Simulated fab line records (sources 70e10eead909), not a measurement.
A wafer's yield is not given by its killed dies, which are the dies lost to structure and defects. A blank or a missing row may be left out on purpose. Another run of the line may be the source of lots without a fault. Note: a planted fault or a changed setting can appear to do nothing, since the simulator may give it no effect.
fab line records | flow nand_harc
record lots=5 | wafers=15 | last_day=24
route steps=1159 shown A_BLC@989 A_M0@994 END@1159
lots untouched by any fault: they come from a run of this same line in which no faults occurred
start_h: hours from the record's opening day to when the first of the lot's shown wafers began | wait_h: hours elapsed since this lot's preceding step | " same as the row above | L1.1+2: a single row standing in for several wafers | - value missing, or start not given | * or withheld: withheld | < > ~ a bound
route shown NAME@n: a module of which the file shows steps, and the number in the route of the first | usual: mean/standard deviation of fault-free wafers | same: alike in all rows | chamber/n: place in a boat | sites: per-site readings | _std_site: their standard deviation | _edge_site: outer sites' mean less inner sites' | radius_mm: how far each site lies from the wafer's centre | mask NAME#n: copy n | behind: the last tool/chamber to shape the wafer | hold: reason for holding the lot/hours on hold/outcome of the hold | device: transistor that didn't switch, given as n, p or np | end of line: at the end of the route, the tests of the same wafers | a step given without rows: its recipe and nothing more | killed: dies that structure and defects cost at the first sort, which is not the same as the wafer's yield | map: a wafer's dies, x killed, . not, _ none there
set.NAME: setting as actually run; set.NAME@STEP: the setting as run at that earlier step | model.NAME: the simulator's own value behind a step, which no gauge read
lots at selected steps of the route; one table per step, one row per wafer
services: the hour from which a tool's chamber was out of use, counted from the record's first day as start_h (under 0 if before that day), plus the number of hours and why
## steps
# step NHARC_A_BLC_CVD_24
# recipe target_thk_a=1500 | temp_c=300 | pressure_torr=40 | wf6_flow_sccm=40 | h2_flow_sccm=1600 | ar_flow_sccm=1560 | time_s=434 | material=W
# usual heater_power_w=477/69 | mfc_h2_sccm=1600/4.9 | throttle_valve_pct=7.9/0.36
lot.wafer | tool     | chamber | start_h | wait_h | heater_power_w | mfc_h2_sccm | throttle_valve_pct
L818.3    | cvd_w-02 | 1       | -       | -      | 365            | 1605        | 7.7
L818.4    | "        | 0       | "       | "      | 561            | 1603        | 7.2
L818.6    | "        | 0       | "       | "      | 546            | 1594        | 7.2
L820.3    | cvd_w-02 | 0       | -       | -      | 560            | 1597        | 7.3
L820.4    | "        | 1       | "       | "      | 362            | 1598        | 8.4
L820.5    | "        | 1       | "       | "      | 358            | 1597        | 8.3
L824.3    | cvd_w-01 | 1       | -       | -      | 521            | 1601        | 8.1
L824.4    | "        | 0       | "       | "      | 491            | 1599        | 7.9
L824.5    | "        | 1       | "       | "      | 515            | 1591        | 8.6
L833.2    | cvd_w-02 | 0       | -       | -      | 550            | 1594        | 7.2
L833.6    | "        | 0       | "       | "      | 541            | 1594        | 7.6
L833.5    | "        | 1       | "       | "      | 372            | 1598        | 8.3
L837.2    | cvd_w-02 | 0       | -       | -      | 555            | 1598        | 7.4
L837.1    | "        | 1       | "       | "      | 374            | 1598        | 8.0
L837.5    | "        | 0       | "       | "      | 568            | 1606        | 7.4
# step NHARC_A_BLC_CMP_25
# recipe t_overpolish_s=30 | target_thk_nm=150
# usual motor_current_A=12.2/1.4 | overpolish_run_s=30.000/0.009 | time_to_endpoint_s=29.1/2.2
lot.wafer | tool   | chamber | start_h | wait_h | motor_current_A | overpolish_run_s | time_to_endpoint_s
L818.3    | cmp-01 | 0       | 397.93  | 0.3    | 12.7            | 30.003           | 28.7
L818.4    | "      | 3       | "       | "      | 10.8            | 29.990           | 27.6
L818.6    | "      | 0       | "       | "      | 12.5            | 30.015           | 29.7
L820.4    | cmp-03 | 0       | 402.74  | 0.2    | 10.1            | 30.013           | 29.2
L820.3    | "      | 2       | "       | "      | 12.1            | 30.002           | 29.2
L820.5    | "      | 0       | "       | "      | 9.3             | 30.018           | 26.2
L824.3    | cmp-03 | 0       | 435.54  | 0.3    | 9.8             | 30.008           | 30.1
L824.4    | "      | 2       | "       | "      | 13.2            | 30.014           | 35.3
L824.5    | "      | 1       | "       | "      | 13.9            | 29.999           | 32.6
L833.2    | cmp-01 | 0       | 501.62  | 0.5    | 12.2            | 30.004           | 25.9
L833.5    | "      | 2       | "       | "      | 12.2            | 30.010           | 28.9
L833.6    | "      | 3       | "       | "      | 11.1            | 29.986           | 28.6
L837.1    | cmp-01 | 0       | 520.45  | 0.4    | 12.5            | 29.986           | 29.0
L837.2    | "      | 2       | "       | "      | 11.8            | 29.988           | 26.3
L837.5    | "      | 3       | "       | "      | 11.2            | 29.995           | 28.9
# step NHARC_A_BLC_SRD_27
# step NHARC_A_BLC_INSPECT_28
# usual raw_defect_count=416/100
lot.wafer | tool              | chamber | start_h | wait_h | raw_defect_count
L818.3    | defect_inspect-01 | -       | 398.33  | 0.1    | 401
L818.4    | "                 | -       | "       | "      | 423
L818.6    | "                 | -       | "       | "      | 424
L820.3    | defect_inspect-01 | -       | 403.15  | 0.1    | 452
L820.4    | "                 | -       | "       | "      | 391
L820.5    | "                 | -       | "       | "      | 325
L824.3    | defect_inspect-02 | -       | 435.95  | 0.1    | 545
L824.4    | "                 | -       | "       | "      | 458
L824.5    | "                 | -       | "       | "      | 669
L833.2    | defect_inspect-01 | -       | 501.98  | 0.1    | 289
L833.5    | "                 | -       | "       | "      | 450
L833.6    | "                 | -       | "       | "      | 395
L837.1    | defect_inspect-02 | -       | 520.82  | 0.1    | 387
L837.2    | "                 | -       | "       | "      | 427
L837.5    | "                 | -       | "       | "      | 409
# step NHARC_A_M0_DEP_00
# recipe target_thk_a=1500 | target_thk_nm=150 | temp_c=withheld | pressure_torr=5 | flow_sccm=200 | rf_w=600 | material=SiOC
# step NHARC_A_M0_DEHYDRATE_01
# recipe temp_c=150 | time_s=120
# step NHARC_A_M0_HMDS_02
# recipe time_s=30
# step NHARC_A_M0_COAT_33
# recipe temp_c=200 | time_s=65
# step NHARC_A_M0_COAT_03
# recipe spin_rpm=1500 | resist_thk_nm=90
# step NHARC_A_M0_SOFTBAKE_04
# recipe temp_c=105 | time_s=55
# step NHARC_A_M0_EBR_05
# step NHARC_A_M0_EXPOSE_06
# recipe na=1.35 | target_cd_nm=80 | dose_mj=83.25 | mask_id=A_M0
# usual exposure_dose_mJ_cm2=83.22/0.092
# same na=1.35
lot.wafer | tool            | chamber | start_h | wait_h | mask   | exposure_dose_mJ_cm2
L818.3    | arfi_scanner-03 | 0       | 398.98  | -      | A_M0#0 | 83.27
L818.4    | "               | 0       | "       | "      | A_M0#0 | 83.30
L818.6    | "               | 0       | "       | "      | A_M0#0 | 83.32
L820.3    | arfi_scanner-02 | 0       | 403.95  | -      | A_M0#0 | 83.26
L820.4    | "               | 0       | "       | "      | A_M0#0 | 83.15
L820.5    | "               | 0       | "       | "      | A_M0#0 | 83.20
L824.3    | arfi_scanner-02 | 0       | 436.59  | -      | A_M0#0 | 114.45
L824.4    | "               | 0       | "       | "      | A_M0#0 | 114.57
L824.5    | "               | 0       | "       | "      | A_M0#0 | 114.50
L833.2    | arfi_scanner-01 | 0       | 502.75  | -      | A_M0#0 | 83.08
L833.5    | "               | 0       | "       | "      | A_M0#0 | 83.18
L833.6    | "               | 0       | "       | "      | A_M0#0 | 83.15
L837.1    | arfi_scanner-01 | 0       | 521.58  | -      | A_M0#0 | 83.27
L837.2    | "               | 0       | "       | "      | A_M0#0 | 83.31
L837.5    | "               | 0       | "       | "      | A_M0#0 | 83.16
# step NHARC_A_M0_PEB_07
# recipe peb_temp_c=100 | peb_time_s=65
# step NHARC_A_M0_DEVELOP_08
# recipe develop_time_s=35 | dev_temp_c=23
# step NHARC_A_M0_CD_MEAS_09
# recipe target_cd_nm=80 | landing_energy_ev=500
# usual cd_nm=79.8/0.49
# same landing_energy_ev=500
lot.wafer | tool      | chamber | start_h | wait_h | cd_nm
L818.3    | cd_sem-01 | 0       | 399.11  | -      | 79.7
L818.4    | "         | 0       | "       | "      | 79.7
L818.6    | "         | 0       | "       | "      | 80.2
L820.3    | cd_sem-01 | 0       | 404.08  | -      | 79.1
L820.4    | "         | 0       | "       | "      | 79.7
L820.5    | "         | 0       | "       | "      | 79.4
L824.3    | cd_sem-01 | 0       | 436.72  | -      | 101.8
L824.4    | "         | 0       | "       | "      | 100.9
L824.5    | "         | 0       | "       | "      | 101.2
L833.2    | cd_sem-01 | 0       | 502.89  | -      | 80.4
L833.5    | "         | 0       | "       | "      | 80.8
L833.6    | "         | 0       | "       | "      | 80.9
L837.1    | cd_sem-01 | 0       | 521.72  | -      | 80.0
L837.2    | "         | 0       | "       | "      | 78.9
L837.5    | "         | 0       | "       | "      | 80.2
# step NHARC_A_M0_OVL_MEAS_10
# recipe pitch_nm=160
# usual overlay_x_nm=-0.2/0.99 | overlay_y_nm=0.0/0.82
lot.wafer | tool       | chamber | start_h | wait_h | overlay_x_nm | overlay_y_nm
L818.3    | overlay-01 | -       | 399.20  | -      | -0.8         | -0.1
L818.4    | "          | -       | "       | "      | -1.3         | -0.7
L818.6    | "          | -       | "       | "      | -0.7         | 0.1
L820.3    | overlay-02 | -       | 404.17  | -      | -1.4         | 1.4
L820.4    | "          | -       | "       | "      | -1.7         | 1.3
L820.5    | "          | -       | "       | "      | -1.5         | 1.7
L824.3    | overlay-01 | -       | 436.81  | -      | 0.8          | -0.2
L824.4    | "          | -       | "       | "      | 1.7          | -0.7
L824.5    | "          | -       | "       | "      | 1.4          | 0.2
L833.2    | overlay-02 | -       | 502.97  | -      | 0.2          | -0.4
L833.5    | "          | -       | "       | "      | 0.3          | 0.1
L833.6    | "          | -       | "       | "      | 0.8          | 0.1
L837.1    | overlay-01 | -       | 521.81  | -      | 0.6          | 0.3
L837.2    | "          | -       | "       | "      | 0.8          | 0.1
L837.5    | "          | -       | "       | "      | 0.5          | 0.0
# step NHARC_A_M0_INSPECT_11
# usual raw_defect_count=34/14
lot.wafer | tool              | chamber | start_h | wait_h | raw_defect_count
L818.3    | defect_inspect-02 | -       | 399.23  | 0.0    | 32
L818.4    | "                 | -       | "       | "      | 31
L818.6    | "                 | -       | "       | "      | 44
L820.3    | defect_inspect-01 | -       | 404.20  | 0.0    | 23
L820.4    | "                 | -       | "       | "      | 29
L820.5    | "                 | -       | "       | "      | 28
L824.3    | defect_inspect-02 | -       | 436.85  | 0.0    | 35
L824.4    | "                 | -       | "       | "      | 35
L824.5    | "                 | -       | "       | "      | 30
L833.2    | defect_inspect-02 | -       | 503.01  | 0.0    | 16
L833.5    | "                 | -       | "       | "      | 15
L833.6    | "                 | -       | "       | "      | 10
L837.1    | defect_inspect-02 | -       | 521.85  | 0.0    | 62
L837.2    | "                 | -       | "       | "      | 69
L837.5    | "                 | -       | "       | "      | 55
# step NHARC_A_M0_DESCUM_14
# recipe time_s=3 | o2_flow_sccm=200 | ar_flow_sccm=0 | bias_power_w=0 | chemistry=O2
# usual drypump_motor_current_A=5.6/0.49 | oes_product_au=0.999/0.0078 | rf_vpp_V=57.8/0.94 | showerhead_plenum_p_Torr=1.92/0.11 | throttle_valve_pct=11.313/0.0094
lot.wafer | tool        | chamber | start_h | wait_h | drypump_motor_current_A | oes_product_au | rf_hours_counter_h | rf_vpp_V | showerhead_plenum_p_Torr | throttle_valve_pct | model.A_M0.cd_nm
L818.3    | rie_diel-10 | 2       | 399.30  | 0.1    | 6.4                     | 0.983          | 3                  | 59.0     | 2.04                     | 11.315             | 78.53
L818.4    | "           | 3       | "       | "      | 5.3                     | 0.995          | 3                  | 58.9     | 1.95                     | 11.311             | 79.16
L818.6    | "           | 2       | "       | "      | 6.4                     | 0.994          | -                  | 56.7     | 2.04                     | 11.306             | 78.81
L820.3    | rie_diel-03 | 2       | 404.26  | 0.1    | 5.0                     | 0.988          | 0                  | 58.0     | 1.79                     | 11.316             | 79.27
L820.4    | "           | 0       | "       | "      | 5.2                     | 0.999          | 0                  | 57.1     | 1.86                     | 11.296             | 79.13
L820.5    | "           | 3       | "       | "      | 5.4                     | 0.993          | -                  | 58.8     | 2.06                     | 11.322             | 78.85
L824.3    | rie_diel-10 | 2       | 436.92  | 0.1    | 6.4                     | 0.992          | 6                  | 57.5     | 2.04                     | 11.310             | 101
L824.4    | "           | 2       | "       | "      | 6.4                     | 0.990          | -                  | 59.2     | 2.04                     | 11.308             | 100.2
L824.5    | "           | 0       | "       | "      | 6.3                     | 1.014          | -                  | 57.8     | 2.06                     | 11.330             | 101.2
L833.2    | rie_diel-10 | 3       | 503.08  | 0.1    | 5.3                     | 1.007          | 7                  | 56.7     | 1.95                     | 11.329             | 80.06
L833.5    | "           | 2       | "       | "      | 6.4                     | 0.991          | -                  | 59.9     | 2.04                     | 11.314             | 80.26
L833.6    | "           | 3       | "       | "      | 5.4                     | 0.991          | -                  | 56.7     | 1.95                     | 11.318             | 80.49
L837.1    | rie_diel-10 | 3       | 521.91  | 0.1    | 5.3                     | 1.002          | 8                  | 57.5     | 1.95                     | 11.300             | 79.82
L837.2    | "           | 0       | "       | "      | 6.3                     | 1.010          | 11                 | 60.0     | 2.06                     | 11.324             | 78.88
L837.5    | "           | 0       | "       | "      | 6.3                     | 1.001          | -                  | 58.9     | 2.06                     | 11.320             | 80.22
# step NHARC_A_M0_ETCH_34
# recipe target_depth_a=400 | overetch_a=120 | time_s=43.94 | ion_energy_ev=200 | n2_flow_sccm=150 | h2_flow_sccm=150 | ar_flow_sccm=0 | rf_w=400 | bias_w=150 | chemistry=N2/H2
# usual drypump_motor_current_A=5.6/0.49 | oes_product_au=0.999/0.0075 | rf_vpp_V=431/3.4 | showerhead_plenum_p_Torr=2.04/0.12 | throttle_valve_pct=14.172/0.0087
lot.wafer | tool        | chamber | start_h | wait_h | drypump_motor_current_A | oes_product_au | rf_hours_counter_h | rf_vpp_V | showerhead_plenum_p_Torr | throttle_valve_pct
L818.4    | rie_diel-10 | 1       | 399.38  | 0.1    | 5.2                     | 0.979          | 3                  | 425      | 1.90                     | 14.165
L818.3    | "           | 3       | "       | "      | 5.3                     | 0.997          | 3                  | 432      | 2.08                     | 14.162
L818.6    | "           | 2       | "       | "      | 6.4                     | 0.988          | -                  | 434      | 2.18                     | 14.171
L820.4    | rie_diel-03 | 0       | 404.35  | 0.1    | 5.2                     | 0.998          | 0                  | 429      | 1.98                     | 14.174
L820.3    | "           | 1       | "       | "      | 5.2                     | 1.005          | 0                  | 427      | 1.91                     | 14.165
L820.5    | "           | 1       | "       | "      | 5.2                     | 1.002          | -                  | 427      | 1.91                     | 14.172
L824.3    | rie_diel-10 | 2       | 437.01  | 0.1    | 6.4                     | 0.999          | 6                  | 435      | 2.18                     | 14.172
L824.5    | "           | 2       | "       | "      | 6.4                     | 0.992          | -                  | 434      | 2.18                     | 14.186
L824.4    | "           | 0       | "       | "      | 6.3                     | 1.001          | -                  | 434      | 2.20                     | 14.172
L833.2    | rie_diel-10 | 1       | 503.15  | 0.1    | 5.2                     | 0.994          | 10                 | 427      | 1.89                     | 14.174
L833.5    | "           | 1       | "       | "      | 5.2                     | 1.001          | -                  | 426      | 1.89                     | 14.168
L833.6    | "           | 2       | "       | "      | 6.4                     | 0.977          | -                  | 434      | 2.18                     | 14.173
L837.2    | rie_diel-10 | 3       | 522.00  | 0.1    | 5.4                     | 1.008          | 8                  | 433      | 2.08                     | 14.167
L837.1    | "           | 1       | "       | "      | 5.3                     | 1.000          | 11                 | 426      | 1.89                     | 14.184
L837.5    | "           | 3       | "       | "      | 5.3                     | 1.000          | -                  | 433      | 2.08                     | 14.164
# step NHARC_A_M0_ETCH_15
# recipe target_depth_a=1500 | overetch_a=150 | time_s=82.5 | c4f8_flow_sccm=withheld | ar_flow_sccm=400 | rf_w=600 | bias_w=300 | chemistry=C4F8/Ar
# usual oes_product_au=0.957/0.021 | rf_vpp_V=441/3.4
lot.wafer | tool        | chamber | start_h | wait_h | oes_product_au | rf_hours_counter_h | rf_vpp_V | model.A_M0.cd_nm
L818.4    | rie_diel-10 | 3       | -       | -      | 0.985          | 3                  | 442      | 79.13
L818.3    | "           | 0       | "       | "      | 0.975          | 3                  | 443      | 78.75
L818.6    | "           | 0       | "       | "      | 0.974          | -                  | 445      | 78.97
L820.4    | rie_diel-03 | 1       | -       | -      | 0.995          | 0                  | 436      | 79.17
L820.3    | "           | 2       | "       | "      | 0.960          | 0                  | 437      | 79.27
L820.5    | "           | 2       | "       | "      | 0.968          | -                  | 437      | 79.18
L824.3    | rie_diel-10 | 0       | -       | -      | 0.943          | 6                  | 445      | 100.6
L824.5    | "           | 1       | "       | "      | 0.937          | -                  | 436      | 101
L824.4    | "           | 2       | "       | "      | 0.929          | -                  | 446      | 100.1
L833.2    | rie_diel-10 | 2       | -       | -      | 0.955          | 10                 | 445      | 79.95
L833.6    | "           | 3       | "       | "      | 0.961          | -                  | 443      | 80.53
L833.5    | "           | 0       | "       | "      | 0.975          | -                  | 445      | 80.04
L837.1    | rie_diel-10 | 2       | -       | -      | 0.919          | 11                 | 444      | 79.7
L837.2    | "           | 0       | "       | "      | 0.922          | 11                 | 445      | 78.81
L837.5    | "           | 2       | "       | "      | 0.914          | -                  | 446      | 79.97
# step NHARC_A_M0_CD_MEAS_16
# usual cd_nm=79.8/0.64
lot.wafer | tool      | chamber | start_h | wait_h | cd_nm
L818.3    | cd_sem-03 | -       | 399.60  | -      | 78.6
L818.4    | "         | -       | "       | "      | 79.0
L818.6    | "         | -       | "       | "      | 78.9
L820.3    | cd_sem-02 | -       | 404.57  | -      | 79.4
L820.4    | "         | -       | "       | "      | 79.4
L820.5    | "         | -       | "       | "      | 79.2
L824.3    | cd_sem-01 | -       | 437.26  | -      | 100.6
L824.4    | "         | -       | "       | "      | 99.7
L824.5    | "         | -       | "       | "      | 101.2
L833.2    | cd_sem-02 | -       | 503.37  | -      | 79.7
L833.5    | "         | -       | "       | "      | 80.2
L833.6    | "         | -       | "       | "      | 80.7
L837.1    | cd_sem-02 | -       | 522.21  | -      | 79.7
L837.2    | "         | -       | "       | "      | 78.7
L837.5    | "         | -       | "       | "      | 80.0
# step NHARC_END_SORT_01
# recipe temp_c=25
# usual defect_limited_yield=95.4/1.5 | killed_at_array=26/9.6 | killed_at_other=0.7/0.92 | killed_at_periphery=3.8/2.7 | killed_dies=31/10 | killed_open=3.3/1.7 | killed_short=1.8/1.3 | sort_bin_2_pct=1.4/0.62 | sort_bin_3_pct=0.23/0.21 | sort_bin_4_pct=2.9/0.95 | sort_n_pass=646/10 | sort_rim_yield_pct=94/3.2 | sort_yield_pct=95.4/1.5
# same gross_dies=677 | sort_bin_5_pct[%]=0 | sort_bin_6_pct[%]=0 | sort_bin_7_pct[%]=0 | sort_bin_8_pct[%]=0 | sort_rim_n_gross=106.00
lot.wafer | tool      | chamber | start_h | wait_h | defect_limited_yield[%] | killed_at_array | killed_at_other | killed_at_periphery | killed_dies | killed_open | killed_short | sort_bin_2_pct[%] | sort_bin_3_pct[%] | sort_bin_4_pct[%] | sort_n_pass | sort_rim_yield_pct[%] | sort_yield_pct[%]
L818.3    | prober-01 | 0       | 445.73  | 3.1    | 95.6                    | 28              | 0               | 2                   | 30          | 3           | 3            | 1.3               | 0.44              | 2.7               | 647         | 87                    | 95.6
L818.4    | prober-01 | 0       | 446.52  | 3.4    | 95.4                    | 24              | 0               | 7                   | 31          | 5           | 4            | 1.6               | 0.15              | 2.8               | 646         | 92                    | 95.4
L818.6    | prober-01 | 0       | 448.10  | 4.0    | 95.0                    | 31              | 0               | 3                   | 34          | 5           | 3            | 1.3               | 0.30              | 3.4               | 643         | 88                    | 95.0
L820.3    | prober-02 | 0       | 453.56  | 3.1    | 95.6                    | 28              | 0               | 2                   | 30          | 6           | 1            | 1.0               | 0.15              | 3.2               | 647         | 97                    | 95.6
L820.4    | prober-02 | 0       | 454.36  | 3.4    | 95.0                    | 31              | 0               | 3                   | 34          | 3           | 1            | 1.9               | 0.15              | 3.0               | 643         | 98                    | 95.0
L820.5    | prober-02 | 0       | 455.16  | 3.7    | 95.9                    | 21              | 0               | 7                   | 28          | 3           | 1            | 1.5               | 0                 | 2.7               | 649         | 97                    | 95.9
L837.2    | prober-01 | 0       | 561.68  | 2.8    | 91.4                    | 53              | 0               | 5                   | 58          | 5           | 4            | 2.7               | 0.59              | 5.3               | 619         | 92                    | 91.4
# killed by level:class
L818.3 A_STAIRCASE:chamber_film_flake=9 A_SLIT:chamber_film_flake=8 A_CONTACT:geometric_particle:open=2 P_M0:chamber_film_flake=2 A_WL_FILL:chamber_film_flake=2 A_CONTACT:chamber_film_flake=2 A_CHANNEL_FILL_D1:geometric_particle:short=1 A_WL_FILL:geometric_particle:short=1
L818.4 A_SLIT:chamber_film_flake=7 A_STAIRCASE:chamber_film_flake=5 P_M0:chamber_film_flake=4 A_CONTACT:chamber_film_flake=3 A_CONTACT:geometric_particle:open=2 A_M0:geometric_particle:short=2 A_WL_FILL:chamber_film_flake=2 P_GATE:geometric_particle:open=1
L818.6 A_STAIRCASE:chamber_film_flake=11 A_SLIT:chamber_film_flake=6 A_WL_FILL:chamber_film_flake=3 A_CONTACT:geometric_particle:open=2 A_CHANNEL_HOLE_D1:chamber_film_flake=2 P_STI:geometric_particle:short=1 P_CONTACT:geometric_particle:open=1 A_ONON_D1:geometric_particle:short=1
L820.3 A_CHANNEL_HOLE_D1:chamber_film_flake=16 A_M0:chamber_film_flake=4 A_ONON_D1:geometric_particle:open=2 P_GATE:geometric_particle:open=1 A_WL_FILL:geometric_particle:open=1 A_CONTACT:geometric_particle:open=1 A_CONTACT:geometric_particle:short=1 A_M0:geometric_particle:open=1
L820.4 A_CHANNEL_HOLE_D1:chamber_film_flake=17 P_STI:chamber_film_flake=3 A_M0:chamber_film_flake=3 A_CONTACT:geometric_particle:open=2 A_SLIT:chamber_film_flake=2 A_WL_FILL:chamber_film_flake=2 A_WL_FILL:geometric_particle:short=1 A_M0:geometric_particle:open=1
L820.5 A_CHANNEL_HOLE_D1:chamber_film_flake=11 A_WL_FILL:chamber_film_flake=3 P_STI:chamber_film_flake=2 P_M0:chamber_film_flake=2 P_M2:chamber_film_flake=2 A_CONTACT:chamber_film_flake=2 P_CONTACT:geometric_particle:open=1 A_ONON_D1:geometric_particle:open=1
L837.2 A_CHANNEL_HOLE_D1:chamber_film_flake=22 A_SLIT:chamber_film_flake=12 A_CONTACT:chamber_film_flake=5 A_M0:geometric_particle:open=4 A_ONON_D1:geometric_particle:short=3 P_STI:chamber_film_flake=3 A_STAIRCASE:chamber_film_flake=3 A_ZERO_WELL:chamber_film_flake=2
## services
tool            | chamber | start_h | hours | kind
cmp-01          | -       | 375.61  | 4.0   | pm
cvd_w-02        | -       | 376.08  | 13.0  | pm
cmp-03          | -       | 378.91  | 5.8   | repair
arfi_scanner-01 | -       | 384.10  | 1.2   | repair
rie_diel-10     | 0       | 387.00  | -     | clean
rie_diel-10     | 1       | 387.00  | -     | clean
rie_diel-10     | 2       | 387.00  | -     | clean
rie_diel-10     | 3       | 387.00  | -     | clean
rie_diel-03     | -       | 392.58  | 9.0   | pm
cmp-01          | -       | 403.67  | 3.1   | repair
rie_diel-03     | 1       | 405.02  | 9.2   | repair
rie_diel-10     | 3       | 413.55  | 28.7  | repair
arfi_scanner-02 | -       | 424.99  | 1.1   | repair
arfi_scanner-02 | -       | 428.00  | 4.0   | pm
cmp-03          | -       | 450.05  | 4.0   | pm
arfi_scanner-02 | -       | 456.82  | 0.4   | repair
arfi_scanner-02 | -       | 464.19  | 0.4   | repair
rie_diel-03     | 2       | 470.40  | 2.7   | repair
cmp-01          | -       | 473.61  | 4.0   | pm
cvd_w-01        | -       | 479.19  | 13.0  | pm
arfi_scanner-03 | -       | 484.01  | 4.0   | pm
arfi_scanner-01 | -       | 486.29  | 0.7   | repair
cvd_w-01        | -       | 506.26  | 3.2   | repair
rie_diel-03     | 0       | 508.97  | 2.9   | repair
## key
first_sign step=NHARC_A_M0_EXPOSE_06 | reading=exposure_dose_mJ_cm2 | direction=up | sigmas=99+ | usual=83.22 | struck=114.51
effect step=NHARC_A_M0_CD_MEAS_09 | reading=cd_nm | direction=up | sigmas=43 | usual=79.8 | struck=101.3 | through=control_loop
effect step=NHARC_A_M0_CD_MEAS_16 | reading=cd_nm | direction=up | sigmas=32 | usual=79.8 | struck=100.5 | through=control_loop
model_effect step=NHARC_A_M0_DESCUM_14 | value=A_M0.cd_nm | without=79.96 | struck=100.8
model_effect step=NHARC_A_M0_ETCH_15 | value=A_M0.cd_nm | without=79.71 | struck=100.6
met_at NHARC_A_M0_EXPOSE_06
struck_wafers L824.3,L824.4,L824.5
loop_trim step=NHARC_A_M0_EXPOSE_06 | setting=dose | lots=L824
onset_between 403.95 436.59
fault kind=process_parameter_drift | tool=arfi_scanner-02 | chamber=- | onset_h=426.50 | steps=NHARC_A_M0_EXPOSE_06 | channel=dose_mj | offset=39.165 | shape=step | acts_in=these_recipes_only | stated=83.25
# loop_trim: a control loop set the setting to another value than it would have without faults
